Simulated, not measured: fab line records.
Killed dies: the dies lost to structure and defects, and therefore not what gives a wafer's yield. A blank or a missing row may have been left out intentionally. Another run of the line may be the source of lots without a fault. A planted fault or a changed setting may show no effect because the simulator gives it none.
A single fault, viewed from 2 desks :: flow n5_finfet :: every desk sees just its own numbers, and what lay behind them comes last

== FOR THE TOOL OWNER'S DESK: ald_sin-04 ==
The tool's own readings at N5_FIN_SAQP_ALD_61 (deposits SiO2, target thk 4 nm, pulse time 1 s, purge time 2 s): means of the sampled wafers that have a number, for each lot that ran on this tool. A lot is out of limits, marked OUT, if its mean lies more than 4 standard deviations from the usual mean; the brackets give that distance.
Columns: A = heater_power_w at N5_FIN_SAQP_ALD_61, usual 483 W; B = precursor_pulse_height_rel at N5_FIN_SAQP_ALD_61, usual 0.999
lot: L469
first seen here: day 2 09:26
A: 453
B: 0.995

lot: L471
first seen here: day 2 20:14
A: 465
B: 0.998

lot: L476
first seen here: day 4 02:34
A: 481
B: 0.993

lot: L478
first seen here: day 4 15:37
A: 505
B: 1.013

lot: L479
first seen here: day 4 21:23
A: 515
B: 0.979

lot: L481
first seen here: day 5 08:42
A: 508
B: 1.016
This desk's verdict: no lot among the 6 shows anything out of limits.

== FROM THE METROLOGY DESK ==
What the gauges read for every lot (on any tool): the sampled wafers with a number, averaged. A lot is out of limits, marked OUT, if its mean lies more than 4 standard deviations from the usual mean; the brackets give that distance. Shown here are 7 of its 10 readings, the ones lying furthest out on some lot.
Columns: A = DIBL_N at N5_BEOL_M4_RC_MEAS_101, usual 37.0 mV/V; B = DIBL_P at N5_BEOL_M4_RC_MEAS_101, usual 37.3 mV/V; C = IOFF_N at N5_BEOL_M4_RC_MEAS_101, usual 0.17 nA/um; D = ION_N at N5_BEOL_M4_RC_MEAS_101, usual 675 uA/um; E = SS_P at N5_BEOL_M4_RC_MEAS_101, usual 73.6 mV/dec; F = VT_N at N5_BEOL_M4_RC_MEAS_101, usual 249 mV; G = VT_P at N5_BEOL_M4_RC_MEAS_101, usual -250 mV
lot: L469
first seen here: day 8 05:23
A: 36.8
B: 37.1
C: 0.17
D: 668
E: 73.8
F: 249
G: -251

lot: L471
first seen here: day 9 01:54
A: 36.6
B: 37.9
C: 0.16
D: 677
E: 73.4
F: 250
G: -248

lot: L472
first seen here: day 9 09:13
A: 37.1
B: 39.1
C: 0.20
D: 682
E: 73.0
F: 246
G: -246

lot: L476
first seen here: day 10 06:52
A: 38.5
B: 38.7
C: 0.21
D: 688
E: 73.7
F: 247
G: -244

lot: L478
first seen here: day 10 19:25
A: 37.4
B: 35.9
C: 0.17
D: 670
E: 73.9
F: 247
G: -251

lot: L481
first seen here: day 12 16:50
A: 34.0
B: 32.0
C: 0.10
D: 656
E: 72.3
F: 256
G: -253

lot: L485
first seen here: day 12 22:43
A: 33.8
B: 35.4
C: 0.14
D: 666
E: 72.7
F: 253
G: -256

lot: L487
first seen here: day 13 14:05
A: 37.4
B: 38.5
C: 0.18
D: 670
E: 73.4
F: 248
G: -251

lot: L488
first seen here: day 13 20:28
A: 38.9
B: 37.3
C: 0.18
D: 667
E: 73.1
F: 250
G: -254
This desk's verdict: no lot among the 9 shows anything out of limits.

== PUT TOGETHER ==
The tool owner's desk saw nothing out of limits.
From the metrology desk's view, nothing was out of limits.

== WHAT THE SIMULATOR HAD PUT IN ==
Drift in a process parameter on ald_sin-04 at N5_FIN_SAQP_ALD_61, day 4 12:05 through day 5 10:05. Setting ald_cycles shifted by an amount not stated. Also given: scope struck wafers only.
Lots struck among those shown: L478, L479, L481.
